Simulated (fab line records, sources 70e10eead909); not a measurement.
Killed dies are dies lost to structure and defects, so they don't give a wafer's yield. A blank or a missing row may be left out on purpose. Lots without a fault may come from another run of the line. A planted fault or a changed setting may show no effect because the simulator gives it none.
fab line records | flow nand_harc | part 1 of 2: steps 1 to 4 of 6
record lots=23 wafers=69 last_day=34
route steps=1302 shown P_BONDPAD@367 A_SOURCE_PLATE@420 A_CHANNEL_HOLE_D1@469 A_CHANNEL_FILL_D1@496
lots that met no fault: from a run of the same line without faults
start_h: hours from the record's first day to the start of the lot's first wafer shown | wait_h: hours since the lot's step before | " the same as in the row above | L1.1+2: a row that stands for several wafers | - no value, or no start given | * or withheld: withheld | < > ~ a bound
route shown NAME@n: a module of which the file shows steps, and the number in the route of the first | usual: mean/standard deviation of fault-free wafers | same: alike in all rows | chamber/n: place in a boat | sites: the reading at each site | _std_site: their standard deviation | _edge_site: outer sites' mean less inner sites' | radius_mm: how far each site lies from the wafer's centre | mask NAME#n: copy n | behind: the tool/chamber that last shaped the wafer | hold: why the lot was held/for how many hours/how that ended | device: the transistor (n, p or np) that didn't switch | end of line: the same wafers' tests at the end of the route | a step without rows: its recipe alone | killed: dies lost to structure and defects at the first sort, not the wafer's yield | map: a wafer's dies, x killed, . not, _ none there
set.NAME: the setting as run; set.NAME@STEP: as run at that earlier step | model.NAME: the simulator's own value behind a step, which no gauge read
steps of the route over a sample of lots; a table a step, a row a wafer
services: from which hour (start_h, from the record's first day; less than 0 if before it) a tool's chamber was out of use, for how many hours, and why
## steps
# step NHARC_P_BONDPAD_DESCUM_11
# recipe time_s=3 o2_flow_sccm=200 ar_flow_sccm=0 bias_power_w=0 chemistry=O2
# usual drypump_motor_current_A=5.7/0.65 oes_product_au=1.000/0.0072 rf_vpp_V=57.9/0.93 showerhead_plenum_p_Torr=1.96/0.064 throttle_valve_pct=11.310/0.0096
# same time_s=3
# columns lot.wafer tool chamber start_h wait_h drypump_motor_current_A oes_product_au rf_hours_counter_h rf_vpp_V showerhead_plenum_p_Torr throttle_valve_pct
L075.2 rie_diel-13 3 150.00 - 5.5 1.012 3.9 58.2 1.85 11.298
L075.4 " 0 " " 6.5 1.006 3.9 58.8 1.94 11.307
L075.1 " 1 " " 5.6 1.003 4.6 59.0 2.04 11.316
L074.4 rie_diel-13 0 151.49 - 6.5 0.995 4.1 57.9 1.94 11.317
L074.3 " 1 " " 5.6 1.003 4.7 57.7 2.04 11.316
L074.1 " 2 " " 4.7 0.997 4.7 56.8 1.91 11.311
L077.3 rie_diel-07 0 167.75 - 5.8 0.998 1.7 58.2 1.96 11.294
L077.4 " 2 " " 4.6 1.008 2.7 56.7 2.01 11.324
L077.1 " 3 " " 6.3 0.995 2.7 56.4 1.95 11.318
L076.1 rie_diel-09 0 168.17 - 5.5 1.002 0.2 57.9 1.96 11.302
L076.2 " 2 " " 4.8 0.991 0.2 57.2 2.02 11.324
L076.6 " 1 " " 5.2 0.997 - 58.2 2.05 11.327
L078.3 rie_diel-07 1 180.52 - 6.4 1.005 4.6 59.2 2.05 11.313
L078.2 " 2 " " 4.7 1.011 4.3 58.6 2.01 11.308
L078.5 " 2 " " 4.7 1.004 - 57.1 2.01 11.317
L079.4 rie_diel-13 0 194.64 - 6.5 1.000 0.7 57.0 1.94 11.309
L079.3 " 2 " " 4.8 1.002 0.6 56.7 1.91 11.301
L079.6 " 0 " " 6.5 1.011 - 56.8 1.94 11.306
L080.4 rie_diel-13 0 196.83 - 6.5 1.000 0.7 56.9 1.94 11.309
L080.5 " 2 " " 4.8 1.006 - 57.7 1.91 11.317
L080.6 " 3 " " 5.5 1.008 - 57.0 1.85 11.307
L081.2 rie_diel-07 0 202.52 - 5.8 1.007 4.9 57.2 1.96 11.288
L081.1 " 3 " " 6.3 0.985 5.4 57.9 1.95 11.308
L081.5 " 0 " " 5.8 0.998 - 58.6 1.96 11.302
L082.2 rie_diel-13 2 216.33 - 4.7 1.009 1.3 58.3 1.91 11.330
L082.3 " 3 " " 5.5 0.989 1.2 57.8 1.85 11.302
L082.5 " 2 " " 4.8 1.005 - 57.0 1.91 11.316
L083.3 rie_diel-13 0 220.96 - 6.5 1.012 1.3 59.0 1.94 11.301
L083.1 " 1 " " 5.6 1.010 1.4 58.4 2.04 11.330
L083.5 " 1 " " 5.6 1.001 - 60.4 2.04 11.306
L084.2 rie_diel-13 1 239.35 - 5.6 1.000 2.3 57.9 2.04 11.322
L084.3 " 2 " " 4.7 1.009 1.8 57.4 1.91 11.317
L084.6 " 0 " " 6.5 1.002 - 59.2 1.94 11.294
L085.3 rie_diel-13 1 244.99 - 5.6 0.996 2.5 56.9 2.04 11.302
L085.2 " 2 " " 4.7 0.996 1.9 58.1 1.91 11.326
L085.6 " 2 " " 4.7 0.995 - 59.0 1.91 11.299
L086.1 rie_diel-13 0 253.27 - 6.5 0.993 2.2 57.6 1.94 11.324
L086.6 " 2 " " 4.7 1.005 - 58.2 1.91 11.296
L086.5 " 3 " " 5.5 0.995 - 56.4 1.84 11.302
L087.2 rie_diel-07 2 263.25 - 4.6 1.004 8.1 58.5 2.00 11.319
L087.1 " 1 " " 6.4 1.010 7.8 57.8 2.04 11.293
L087.5 " 3 " " 6.3 1.001 - 57.3 1.95 11.308
L088.1 rie_diel-07 0 280.33 - 5.8 0.996 9.0 56.9 1.96 11.312
L088.4 " 2 " " 4.6 0.990 8.6 58.3 2.00 11.310
L088.2 " 3 " " 6.3 1.011 9.2 56.6 1.95 11.312
L089.4 rie_diel-13 3 285.55 - 5.5 0.998 2.9 56.9 1.84 11.315
L089.3 " 1 " " 5.6 1.003 3.0 57.8 2.04 11.295
L089.5 " 3 " " 5.5 1.000 - 56.6 1.84 11.303
L090.3 rie_diel-09 3 302.14 - 5.9 1.002 4.3 57.4 2.00 11.305
L090.2 " 0 " " 5.5 1.002 6.2 58.3 1.96 11.308
L090.5 " 0 " " 5.5 1.005 - 58.8 1.96 11.301
L091.3 rie_diel-07 3 310.81 - 6.3 0.988 0.5 56.3 1.95 11.312
L091.5 " 3 " " 6.3 0.984 - 57.1 1.95 11.317
L091.6 " 0 " " 5.8 0.992 - 58.2 1.96 11.305
L093.2 rie_diel-13 3 324.87 - 5.5 1.001 3.8 58.7 1.84 11.319
L093.4 " 0 " " 6.5 1.004 3.9 57.7 1.94 11.306
L093.6 " 3 " " 5.5 1.011 - 57.5 1.84 11.325
L094.4 rie_diel-07 3 330.79 - 6.3 1.007 2.7 58.2 1.95 11.298
L094.3 " 1 " " 6.4 1.006 1.4 58.1 2.04 11.303
L094.5 " 2 " " 4.6 0.989 - 59.7 2.00 11.314
L095.1 rie_diel-07 3 342.31 - 6.3 0.996 3.6 55.9 1.95 11.318
L095.2 " 2 " " 4.6 0.992 3.4 58.9 2.00 11.328
L095.5 " 3 " " 6.3 0.998 - 58.0 1.95 11.301
L096.3 rie_diel-07 1 356.03 - 6.4 1.017 3.1 57.7 2.04 11.315
L096.1 " 0 " " 5.8 0.999 4.0 58.3 1.96 11.315
L096.5 " 2 " " 4.6 0.994 - 58.8 2.00 11.323
L097.3 rie_diel-13 1 371.01 - 5.6 1.005 1.1 57.3 2.04 11.304
L097.2 " 2 " " 4.7 0.993 1.0 57.8 1.91 11.303
L097.6 " 3 " " 5.5 1.002 - 58.1 1.84 11.302
# step NHARC_A_SOURCE_PLATE_THK_MEAS_06
# recipe thk_meas_gauge=ellipsometry
# usual thk_nm=200.2/2.1
# columns lot.wafer tool chamber start_h wait_h thk_nm
L074.1 film_metro-01 - 176.18 0.4 202.4
L074.3 " - " " 203.5
L074.4 " - " " 204.2
L075.1 film_metro-02 - 176.18 0.4 201.3
L075.2 " - " " 200.9
L075.4 " - " " 200.4
L077.1 film_metro-02 - 192.39 0.4 197.4
L077.3 " - " " 197.8
L077.4 " - " " 199.8
L076.1 film_metro-01 - 192.39 0.4 200.5
L076.2 " - " " 198.4
L076.6 " - " " 202.5
L078.2 film_metro-02 - 206.28 0.4 198.5
L078.3 " - " " 197.0
L078.5 " - " " 197.0
L079.3 film_metro-01 - 221.24 0.4 198.2
L079.4 " - " " 196.2
L079.6 " - " " 196.7
L080.4 film_metro-02 - 221.24 0.4 197.9
L080.5 " - " " 198.4
L080.6 " - " " 197.6
L081.1 film_metro-01 - 228.37 0.4 202.3
L081.2 " - " " 201.4
L081.5 " - " " 203.2
L082.2 film_metro-01 - 241.09 0.4 198.2
L082.3 " - " " 197.0
L082.5 " - " " 197.9
L083.1 film_metro-02 - 246.31 0.4 201.0
L083.3 " - " " 199.9
L083.5 " - " " 199.8
L084.2 film_metro-02 - 264.45 0.4 200.9
L084.3 " - " " 200.4
L084.6 " - " " 200.0
L085.2 film_metro-01 - 271.77 0.4 200.2
L085.3 " - " " 200.2
L085.6 " - " " 198.9
L086.1 film_metro-01 - 281.03 0.4 203.3
L086.5 " - " " 203.2
L086.6 " - " " 202.3
L087.1 film_metro-02 - 288.00 0.4 197.3
L087.2 " - " " 198.7
L087.5 " - " " 198.8
L088.1 film_metro-02 - 305.65 0.4 197.2
L088.2 " - " " 199.4
L088.4 " - " " 197.6
L089.3 film_metro-01 - 311.41 0.4 201.2
L089.4 " - " " 202.0
L089.5 " - " " 199.0
L090.2 film_metro-02 - 328.34 0.4 198.6
L090.3 " - " " 201.0
L090.5 " - " " 198.5
L091.3 film_metro-01 - 336.20 0.4 200.5
L091.5 " - " " 200.2
L091.6 " - " " 203.5
L093.2 film_metro-01 - 353.44 0.4 202.3
L093.4 " - " " 202.4
L093.6 " - " " 204.4
L094.3 film_metro-02 - 358.73 0.4 202.5
L094.4 " - " " 201.7
L094.5 " - " " 201.1
L095.1 film_metro-02 - 371.62 0.4 200.6
L095.2 " - " " 201.5
L095.5 " - " " 200.5
L096.1 film_metro-02 - 388.46 0.4 198.7
L096.3 " - " " 199.5
L096.5 " - " " 200.2
L097.2 film_metro-01 - 399.90 0.4 202.8
L097.3 " - " " 205.8
L097.6 " - " " 199.4
# step NHARC_A_CHANNEL_HOLE_D1_ETCH_16
# recipe target_depth_a=31000 over_etch_frac=0.3 time_s=806 ion_energy_ev=150 o2_flow_sccm=400 cos_flow_sccm=20 ar_flow_sccm=0 rf_w=500 bias_w=300 chemistry=O2/COS
# usual cos_flow_sccm=20.00/0.055 drypump_motor_current_A=5.6/0.37 oes_product_au=0.996/0.0076 rf_vpp_V=314.7/1.6 showerhead_plenum_p_Torr=3.17/0.095 throttle_valve_pct=28.330/0.0089
# same time_s=806
# columns lot.wafer tool chamber start_h wait_h cos_flow_sccm drypump_motor_current_A oes_product_au rf_hours_counter_h rf_vpp_V showerhead_plenum_p_Torr throttle_valve_pct
L074.1 rie_diel-06 0 - - 19.98 5.8 0.998 14 313.4 3.05 28.331
L074.4 " 1 " " 19.87 6.5 0.998 19 313.3 3.05 28.317
L074.3 " 3 " " 20.03 5.6 1.003 17 310.4 2.96 28.331
L075.1 rie_diel-12 1 - - 20.05 5.1 1.014 9 315.7 3.17 28.333
L075.4 " 3 " " 20.06 5.9 0.989 8 317.7 3.26 28.346
L075.2 " 0 " " 20.02 6.0 1.005 8 316.5 3.30 28.352
L077.4 rie_diel-12 1 - - 19.98 5.1 0.997 10 315.3 3.17 28.330
L077.3 " 2 " " 19.97 5.3 0.982 8 313.7 3.12 28.341
L077.1 " 3 " " 20.02 5.9 0.995 9 315.4 3.26 28.333
L076.2 rie_diel-12 1 - - 20.07 5.1 1.003 11 314.4 3.17 28.329
L076.1 " 2 " " 20.03 5.3 0.969 8 314.8 3.12 28.331
L076.6 " 0 " " 20.07 6.0 1.006 - 318.9 3.30 28.316
L078.2 rie_diel-03 1 - - 20.08 5.4 0.995 44 315.7 3.15 28.334
L078.3 " 2 " " 19.99 6.1 0.990 45 313.8 3.00 28.319
L078.5 " 3 " " 19.93 5.5 1.001 - 313.8 3.13 28.330
L080.4 rie_diel-06 2 - - 20.00 5.8 0.988 27 315.9 3.21 28.337
L080.5 " 2 " " 20.06 5.8 0.996 - 315.0 3.21 28.334
L080.6 " 3 " " 20.05 5.5 0.989 - 311.8 2.96 28.318
L079.3 rie_diel-12 2 - - 20.00 5.3 0.986 10 313.7 3.12 28.356
L079.4 " 3 " " 20.06 6.0 0.999 11 316.8 3.26 28.344
L079.6 " 0 " " 20.02 6.0 0.992 - 317.0 3.30 28.326
L081.1 rie_diel-12 3 - - 20.08 5.9 0.993 12 315.3 3.26 28.339
L081.2 " 0 " " 19.95 6.0 0.995 13 317.7 3.30 28.329
L081.5 " 1 " " 19.96 5.1 1.004 - 314.1 3.17 28.330
L082.2 rie_diel-12 3 - - 20.05 6.0 0.991 13 316.8 3.26 28.344
L082.3 " 1 " " 20.04 5.1 1.006 15 313.9 3.17 28.330
L082.5 " 3 " " 19.98 6.0 0.991 - 316.9 3.26 28.331
L083.3 rie_diel-03 0 - - 19.96 5.8 0.999 37 312.4 3.06 28.320
L083.1 " 2 " " 20.08 6.1 0.983 63 312.2 2.99 28.330
L083.5 " 0 " " 19.95 5.8 0.996 - 314.3 3.06 28.312
L084.2 rie_diel-12 1 - - 19.96 5.1 1.003 1 313.9 3.17 28.314
L084.3 " 2 " " 20.03 5.4 0.995 1 314.4 3.12 28.344
L084.6 " 0 " " 19.96 6.0 0.995 - 315.9 3.30 28.325
L085.2 rie_diel-12 3 - - 19.96 5.9 0.996 2 315.5 3.26 28.324
L085.3 " 2 " " 19.89 5.3 0.997 2 314.1 3.12 28.338
L085.6 " 0 " " 19.93 6.0 1.000 - 317.5 3.30 28.332
L086.1 rie_diel-03 0 - - 19.99 5.8 1.005 3 313.2 3.05 28.329
L086.5 " 3 " " 20.01 5.5 1.015 - 314.5 3.13 28.341
L086.6 " 0 " " 19.96 5.8 1.004 - 314.5 3.05 28.329
L087.2 rie_diel-12 2 - - 19.98 5.3 0.991 3 313.6 3.12 28.341
L087.1 " 0 " " 19.93 5.9 0.991 3 314.9 3.30 28.327
L087.5 " 2 " " 19.97 5.3 0.998 - 313.8 3.12 28.327
L088.2 rie_diel-12 1 - - 19.96 5.1 0.998 4 314.2 3.17 28.325
L088.1 " 2 " " 20.00 5.3 0.983 4 313.5 3.12 28.342
L088.4 " 0 " " 20.04 5.9 0.989 4 315.4 3.30 28.345
L089.3 rie_diel-12 3 - - 19.99 5.9 0.992 5 316.2 3.26 28.325
L089.5 " 1 " " 20.12 5.1 0.984 - 314.6 3.17 28.336
L089.4 " 3 " " 20.02 6.0 0.982 - 317.0 3.26 28.320
L090.2 rie_diel-12 2 - - 19.95 5.3 0.991 6 313.7 3.12 28.316
L090.3 " 3 " " 19.87 5.9 0.993 7 315.7 3.25 28.327
L090.5 " 1 " " 20.04 5.1 0.996 - 313.7 3.17 28.328
L091.3 rie_diel-03 3 - - 20.08 5.6 0.999 21 312.8 3.12 28.323
L091.5 " 3 " " 19.98 5.6 0.990 - 313.7 3.12 28.328
L091.6 " 0 " " 19.93 5.8 0.997 - 313.3 3.04 28.323
L093.4 rie_diel-12 2 - - 20.02 5.3 0.988 8 312.0 3.12 28.321
L093.2 " 0 " " 19.96 6.0 0.995 9 316.0 3.30 28.329
L093.6 " 3 " " 20.04 5.9 0.989 - 316.6 3.25 28.315
L094.4 rie_diel-03 1 - - 19.95 5.4 0.995 23 314.4 3.13 28.329
L094.3 " 2 " " 20.07 6.0 1.001 23 311.2 2.98 28.324
L094.5 " 1 " " 20.01 5.4 0.992 - 314.0 3.13 28.334
L095.2 rie_diel-12 1 - - 20.00 5.1 1.005 10 314.2 3.17 28.338
L095.1 " 2 " " 20.03 5.3 0.994 9 313.6 3.12 28.317
L095.5 " 2 " " 19.93 5.3 0.994 - 315.2 3.12 28.335
L096.3 rie_diel-12 0 - - 20.18 6.0 1.005 11 317.1 3.30 28.332
L096.1 " 1 " " 20.06 5.1 1.009 12 314.1 3.17 28.332
L096.5 " 0 " " 20.01 6.0 0.988 - 315.8 3.30 28.343
L097.2 rie_diel-12 1 - - 20.04 5.1 1.004 14 315.2 3.16 28.328
L097.3 " 2 " " 20.07 5.4 1.003 12 313.6 3.12 28.318
L097.6 " 2 " " 20.07 5.3 0.998 - 313.8 3.12 28.339
# step NHARC_A_CHANNEL_HOLE_D1_ETCH_21
# recipe bias_v=3000 source_w=withheld pressure_mtorr=20 time_s=514.3 ar_flow_sccm=375 c4f8_flow_sccm=89.3 o2_flow_sccm=35.7 temp_c=-20 target_depth_a=16000 chemistry=C4F8/O2/Ar
# usual drypump_motor_current_A=5.67/0.27 oes_air_line_au=0.999/0.021 showerhead_plenum_p_Torr=3.67/0.05 throttle_valve_pct=32.154/0.0092
# same time_s=514.3
# columns lot.wafer tool chamber start_h wait_h drypump_motor_current_A oes_air_line_au rf_hours_counter_h showerhead_plenum_p_Torr throttle_valve_pct
L074.1 har_etch-02 1 195.57 0.3 5.55 0.968 295 3.77 32.161
L074.4 " 0 " " 5.99 1.000 - 3.70 32.140
L074.3 " 1 " " 5.55 0.991 - 3.77 32.139
L075.1 har_etch-01 0 197.61 0.3 5.85 0.996 92 3.65 32.142
L075.2 " 1 " " 5.32 1.024 92 3.73 32.159
L075.4 " 1 " " 5.33 1.028 - 3.73 32.150
L077.1 har_etch-02 0 212.96 0.5 6.00 1.043 310 3.69 32.151
L077.3 " 0 " " 5.99 1.012 - 3.69 32.160
L077.4 " 0 " " 5.99 1.025 - 3.69 32.159
L076.1 har_etch-01 1 214.38 0.3 5.33 1.017 103 3.72 32.151
L076.2 " 0 " " 5.85 1.009 103 3.64 32.137
L076.6 " 1 " " 5.35 1.029 - 3.72 32.148
L078.2 har_etch-01 0 224.89 0.3 5.88 0.997 111 3.64 32.143
L078.3 " 1 " " 5.38 1.026 - 3.72 32.166
L078.5 " 1 " " 5.32 1.001 - 3.72 32.144
L080.4 har_etch-02 1 239.71 0.3 5.56 1.016 - 3.76 32.150
L080.5 " 0 " " 5.99 1.012 - 3.68 32.152
L080.6 " 1 " " 5.56 0.995 - 3.76 32.149
L079.3 har_etch-01 1 243.16 0.3 5.30 1.020 - 3.71 32.156
L079.4 " 0 " " 5.83 0.990 - 3.63 32.140
L079.6 " 1 " " 5.28 1.003 - 3.71 32.160
L081.2 har_etch-01 1 252.19 0.3 5.36 1.005 130 3.71 32.160
L081.1 " 0 " " 5.91 1.007 130 3.63 32.159
L081.5 " 1 " " 5.34 0.953 - 3.71 32.173
L082.2 har_etch-02 1 261.90 0.3 5.56 1.003 322 3.75 32.158
L082.3 " 1 " " 5.54 1.022 - 3.75 32.170
L082.5 " 1 " " 5.54 1.030 - 3.75 32.159
L083.1 har_etch-01 0 278.09 0.3 5.89 1.032 141 3.62 32.142
L083.3 " 0 " " 5.87 1.027 - 3.62 32.155
L083.5 " 0 " " 5.87 1.024 - 3.62 32.157
L084.2 har_etch-01 0 284.83 0.3 5.83 1.006 145 3.62 32.145
L084.3 " 1 " " 5.32 1.005 - 3.70 32.153
L084.6 " 0 " " 5.87 0.993 - 3.62 32.157
L085.2 har_etch-02 0 295.73 0.3 5.99 1.023 363 3.66 32.149
L085.3 " 0 " " 5.99 1.007 - 3.66 32.154
L085.6 " 0 " " 5.99 0.993 - 3.66 32.149
L086.1 har_etch-01 1 298.80 0.3 5.45 1.010 156 3.69 32.154
L086.5 " 1 " " 5.37 0.976 - 3.69 32.155
L086.6 " 0 " " 5.86 1.021 - 3.61 32.151
L087.2 har_etch-02 0 306.08 0.3 6.00 0.987 367 3.66 32.153
L087.1 " 1 " " 5.55 1.023 344 3.74 32.135
L087.5 " 1 " " 5.55 1.005 - 3.74 32.146
L088.2 har_etch-01 0 324.63 0.3 5.87 1.022 160 3.61 32.164
L088.1 " 1 " " 5.36 1.008 160 3.69 32.152
L088.4 " 1 " " 5.32 0.996 - 3.69 32.156
L089.4 har_etch-01 0 337.25 0.3 5.86 1.009 - 3.60 32.150
L089.3 " 1 " " 5.32 0.977 - 3.68 32.148
L089.5 " 1 " " 5.28 1.001 - 3.68 32.152
L090.2 har_etch-01 1 350.95 0.3 5.36 0.954 184 3.68 32.150
L090.3 " 1 " " 5.34 0.968 - 3.68 32.149
L090.5 " 0 " " 5.88 1.007 - 3.60 32.155
L091.3 har_etch-01 0 359.03 0.3 5.83 0.994 - 3.59 32.146
L091.5 " 0 " " 5.89 1.021 - 3.59 32.161
L091.6 " 1 " " 5.30 0.982 - 3.67 32.161
L093.2 har_etch-02 1 371.37 0.3 5.56 0.951 386 3.72 32.156
L093.4 " 0 " " 5.98 0.996 - 3.64 32.140
L093.6 " 0 " " 5.99 1.020 - 3.64 32.147
L094.4 har_etch-01 0 377.24 0.3 5.88 1.020 - 3.59 32.156
L094.3 " 1 " " 5.33 0.969 - 3.67 32.148
L094.5 " 1 " " 5.35 1.008 - 3.67 32.152
L095.2 har_etch-02 0 394.42 0.3 6.00 0.995 0 3.64 32.179
L095.1 " 1 " " 5.54 0.992 0 3.71 32.145
L095.5 " 1 " " 5.54 1.023 - 3.71 32.136
L096.1 har_etch-02 0 411.11 0.3 5.99 1.012 8 3.63 32.152
L096.3 " 0 " " 5.99 0.991 - 3.63 32.166
L096.5 " 0 " " 5.98 1.033 - 3.63 32.148
L097.2 har_etch-01 0 423.11 0.3 5.88 1.007 237 3.57 32.144
L097.3 " 1 " " 5.33 1.029 - 3.65 32.143
L097.6 " 1 " " 5.33 1.016 - 3.65 32.165
